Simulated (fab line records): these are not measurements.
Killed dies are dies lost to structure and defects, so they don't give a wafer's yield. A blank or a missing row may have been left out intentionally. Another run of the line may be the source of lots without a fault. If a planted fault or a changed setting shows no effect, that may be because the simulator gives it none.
Split-lot experiment :: flow n5-finfet :: 39 wafers read from 7 lots, route of 1938 steps

## THE SPLIT ITSELF
At N5_MOL_CONTACT_COAG_CVD_140 (deposits W, target thk 66.5 nm, time 215 s), the setting target-thk-a was moved away from the recipe's 665 angstrom on 12 of the 39 wafers read, by -33.7% to +48.3%. For the rest of the wafers, this setting stayed at what the recipe calls for.

The reading is taken at the split's own step.

## THE READING
W_of_MOL_CONTACT_COAG_CVD_140.thk-nm (the simulator's own value, which no gauge read), in nm, at N5_MOL_CONTACT_COAG_CVD_140 (deposits W, target thk 66.5 nm, time 215 s). The file gives no usual value for it. Here, 27 wafers ran the recipe; their average is 66.2 nm with a standard deviation of 0.63 nm.

wafer: L081.1
tool, chamber at the split: cvd-w-01, 1
target-thk-a as run, angstrom: 440.7
against the recipe: -33.7%
W_of_MOL_CONTACT_COAG_CVD_140.thk-nm, nm: 42.6
against lot-mates on the recipe: -23.5

wafer: L081.2
tool, chamber at the split: cvd-w-01, 0
target-thk-a as run, angstrom: 665
against the recipe: recipe
W_of_MOL_CONTACT_COAG_CVD_140.thk-nm, nm: 66.4
against lot-mates on the recipe: -

wafer: L081.3
tool, chamber at the split: cvd-w-01, 1
target-thk-a as run, angstrom: 440.7
against the recipe: -33.7%
W_of_MOL_CONTACT_COAG_CVD_140.thk-nm, nm: 43
against lot-mates on the recipe: -23.1

wafer: L081.4
tool, chamber at the split: cvd-w-01, 0
target-thk-a as run, angstrom: 665
against the recipe: recipe
W_of_MOL_CONTACT_COAG_CVD_140.thk-nm, nm: 66.6
against lot-mates on the recipe: -

wafer: L081.5
tool, chamber at the split: cvd-w-01, 0
target-thk-a as run, angstrom: 440.7
against the recipe: -33.7%
W_of_MOL_CONTACT_COAG_CVD_140.thk-nm, nm: 43.6
against lot-mates on the recipe: -22.5

wafer: L081.6
tool, chamber at the split: cvd-w-01, 1
target-thk-a as run, angstrom: 665
against the recipe: recipe
W_of_MOL_CONTACT_COAG_CVD_140.thk-nm, nm: 65.4
against lot-mates on the recipe: -

wafer: L083.1
tool, chamber at the split: cvd-w-02, 1,0
target-thk-a as run, angstrom: 665
against the recipe: recipe
W_of_MOL_CONTACT_COAG_CVD_140.thk-nm, nm: 66.4
against lot-mates on the recipe: -

wafer: L083.6
tool, chamber at the split: cvd-w-02, 1,0
target-thk-a as run, angstrom: 665
against the recipe: recipe
W_of_MOL_CONTACT_COAG_CVD_140.thk-nm, nm: 66.4
against lot-mates on the recipe: -

wafer: L083.2
tool, chamber at the split: cvd-w-02, 0,1
target-thk-a as run, angstrom: 665
against the recipe: recipe
W_of_MOL_CONTACT_COAG_CVD_140.thk-nm, nm: 67
against lot-mates on the recipe: -

wafer: L083.3
tool, chamber at the split: cvd-w-02, 0,1
target-thk-a as run, angstrom: 665
against the recipe: recipe
W_of_MOL_CONTACT_COAG_CVD_140.thk-nm, nm: 67
against lot-mates on the recipe: -

wafer: L083.4
tool, chamber at the split: cvd-w-02, 0
target-thk-a as run, angstrom: 665
against the recipe: recipe
W_of_MOL_CONTACT_COAG_CVD_140.thk-nm, nm: 66.6
against lot-mates on the recipe: -

wafer: L083.5
tool, chamber at the split: cvd-w-02, 1
target-thk-a as run, angstrom: 665
against the recipe: recipe
W_of_MOL_CONTACT_COAG_CVD_140.thk-nm, nm: 66.2
against lot-mates on the recipe: -

wafer: L086.1
tool, chamber at the split: cvd-w-01, 1
target-thk-a as run, angstrom: 665
against the recipe: recipe
W_of_MOL_CONTACT_COAG_CVD_140.thk-nm, nm: 65
against lot-mates on the recipe: -

wafer: L086.2
tool, chamber at the split: cvd-w-01, 0,1
target-thk-a as run, angstrom: 665
against the recipe: recipe
W_of_MOL_CONTACT_COAG_CVD_140.thk-nm, nm: 65.8
against lot-mates on the recipe: -

wafer: L086.5
tool, chamber at the split: cvd-w-01, 0,1
target-thk-a as run, angstrom: 665
against the recipe: recipe
W_of_MOL_CONTACT_COAG_CVD_140.thk-nm, nm: 65.8
against lot-mates on the recipe: -

wafer: L088.1
tool, chamber at the split: cvd-w-02, 0
target-thk-a as run, angstrom: 665
against the recipe: recipe
W_of_MOL_CONTACT_COAG_CVD_140.thk-nm, nm: 66.2
against lot-mates on the recipe: -

wafer: L088.2
tool, chamber at the split: cvd-w-02, 1
target-thk-a as run, angstrom: 449
against the recipe: -32.5%
W_of_MOL_CONTACT_COAG_CVD_140.thk-nm, nm: 44.2
against lot-mates on the recipe: -22.2

wafer: L088.3
tool, chamber at the split: cvd-w-02, 1
target-thk-a as run, angstrom: 665
against the recipe: recipe
W_of_MOL_CONTACT_COAG_CVD_140.thk-nm, nm: 66.6
against lot-mates on the recipe: -

wafer: L088.4
tool, chamber at the split: cvd-w-02, 0
target-thk-a as run, angstrom: 449
against the recipe: -32.5%
W_of_MOL_CONTACT_COAG_CVD_140.thk-nm, nm: 45.6
against lot-mates on the recipe: -20.8

wafer: L088.5
tool, chamber at the split: cvd-w-02, 1
target-thk-a as run, angstrom: 449
against the recipe: -32.5%
W_of_MOL_CONTACT_COAG_CVD_140.thk-nm, nm: 44.8
against lot-mates on the recipe: -21.6

wafer: L088.6
tool, chamber at the split: cvd-w-02, 0
target-thk-a as run, angstrom: 665
against the recipe: recipe
W_of_MOL_CONTACT_COAG_CVD_140.thk-nm, nm: 66.4
against lot-mates on the recipe: -

wafer: L094.1
tool, chamber at the split: cvd-w-02, 1
target-thk-a as run, angstrom: 665
against the recipe: recipe
W_of_MOL_CONTACT_COAG_CVD_140.thk-nm, nm: 65.4
against lot-mates on the recipe: -

wafer: L094.2
tool, chamber at the split: cvd-w-02, 0
target-thk-a as run, angstrom: 665
against the recipe: recipe
W_of_MOL_CONTACT_COAG_CVD_140.thk-nm, nm: 66.8
against lot-mates on the recipe: -

wafer: L094.3
tool, chamber at the split: cvd-w-02, 1
target-thk-a as run, angstrom: 480.3
against the recipe: -27.8%
W_of_MOL_CONTACT_COAG_CVD_140.thk-nm, nm: 48.4
against lot-mates on the recipe: -18.2

wafer: L094.6
tool, chamber at the split: cvd-w-02, 1
target-thk-a as run, angstrom: 480.3
against the recipe: -27.8%
W_of_MOL_CONTACT_COAG_CVD_140.thk-nm, nm: 48.4
against lot-mates on the recipe: -18.2

wafer: L094.4
tool, chamber at the split: cvd-w-02, 0
target-thk-a as run, angstrom: 480.3
against the recipe: -27.8%
W_of_MOL_CONTACT_COAG_CVD_140.thk-nm, nm: 49.2
against lot-mates on the recipe: -17.4

wafer: L094.5
tool, chamber at the split: cvd-w-02, 0
target-thk-a as run, angstrom: 665
against the recipe: recipe
W_of_MOL_CONTACT_COAG_CVD_140.thk-nm, nm: 67.6
against lot-mates on the recipe: -

wafer: L096.1
tool, chamber at the split: cvd-w-01, 0,1
target-thk-a as run, angstrom: 665
against the recipe: recipe
W_of_MOL_CONTACT_COAG_CVD_140.thk-nm, nm: 66.4
against lot-mates on the recipe: -

wafer: L096.5
tool, chamber at the split: cvd-w-01, 0,1
target-thk-a as run, angstrom: 665
against the recipe: recipe
W_of_MOL_CONTACT_COAG_CVD_140.thk-nm, nm: 66.4
against lot-mates on the recipe: -

wafer: L096.2
tool, chamber at the split: cvd-w-01, 1
target-thk-a as run, angstrom: 986.4
against the recipe: +48.3%
W_of_MOL_CONTACT_COAG_CVD_140.thk-nm, nm: 99
against lot-mates on the recipe: +32.5

wafer: L096.3
tool, chamber at the split: cvd-w-01, 0
target-thk-a as run, angstrom: 986.4
against the recipe: +48.3%
W_of_MOL_CONTACT_COAG_CVD_140.thk-nm, nm: 99.4
against lot-mates on the recipe: +32.9

wafer: L096.4
tool, chamber at the split: cvd-w-01, 1
target-thk-a as run, angstrom: 986.4
against the recipe: +48.3%
W_of_MOL_CONTACT_COAG_CVD_140.thk-nm, nm: 98
against lot-mates on the recipe: +31.5

wafer: L096.6
tool, chamber at the split: cvd-w-01, 0
target-thk-a as run, angstrom: 665
against the recipe: recipe
W_of_MOL_CONTACT_COAG_CVD_140.thk-nm, nm: 66.8
against lot-mates on the recipe: -

wafer: L097.1
tool, chamber at the split: cvd-w-01, 0
target-thk-a as run, angstrom: 665
against the recipe: recipe
W_of_MOL_CONTACT_COAG_CVD_140.thk-nm, nm: 66
against lot-mates on the recipe: -

wafer: L097.2
tool, chamber at the split: cvd-w-01, 1,1,0
target-thk-a as run, angstrom: 665
against the recipe: recipe
W_of_MOL_CONTACT_COAG_CVD_140.thk-nm, nm: 65.8
against lot-mates on the recipe: -

wafer: L097.3
tool, chamber at the split: cvd-w-01, 1,1,0
target-thk-a as run, angstrom: 665
against the recipe: recipe
W_of_MOL_CONTACT_COAG_CVD_140.thk-nm, nm: 65.8
against lot-mates on the recipe: -

wafer: L097.4
tool, chamber at the split: cvd-w-01, 1,1,0
target-thk-a as run, angstrom: 665
against the recipe: recipe
W_of_MOL_CONTACT_COAG_CVD_140.thk-nm, nm: 65.8
against lot-mates on the recipe: -

wafer: L097.5
tool, chamber at the split: cvd-w-01, 1
target-thk-a as run, angstrom: 665
against the recipe: recipe
W_of_MOL_CONTACT_COAG_CVD_140.thk-nm, nm: 64.8
against lot-mates on the recipe: -

wafer: L097.6
tool, chamber at the split: cvd-w-01, 0
target-thk-a as run, angstrom: 665
against the recipe: recipe
W_of_MOL_CONTACT_COAG_CVD_140.thk-nm, nm: 65.6
against lot-mates on the recipe: -
Rows listing several chambers each stand for several wafers; the file does not say which wafer went through which chamber.

FIT RESULTS
A straight line over all 39 wafers: W_of_MOL_CONTACT_COAG_CVD_140.thk-nm changes by +0.668 nm for each +1% of target-thk-a; r = +1.00; the points scatter about the line by 0.7 nm.
The same after taking each lot's own level away (the mean of its wafers on the recipe; 39 wafers): +0.667 nm for each +1%; r = +1.00; scatter 0.53 nm.
On that fit, the largest move of target-thk-a shifts the reading by 32 nm.
The lots' own levels span 65.53 to 66.60 nm, that is 1.7 times the standard deviation above.
The two slopes agree, so the slope changes little with the lot-to-lot level.
Check: for one of the wafers moved furthest among these (+48.3%), held out of the fit, the line's prediction against its lot-mates is +32.2 nm. Against them it came out at +32.5 nm.

## THE OTHER SPLITS THESE WAFERS WENT THROUGH
Note: prior to the reading, these wafers also went through further splits. Each is held against what the fit with the lots' levels taken away leaves over:
other split on the same wafers: N5_SD_EPI_N_EPI_21 epi-growth-time-s
wafers away from the commonest value: 18
r with W_of_MOL_CONTACT_COAG_CVD_140.thk-nm (lot level and that fit taken away): +0.10

## FILE'S OWN FIT
W_of_MOL_CONTACT_COAG_CVD_140.thk-nm changes by +0.667 nm for each +1% of target-thk-a, r = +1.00.
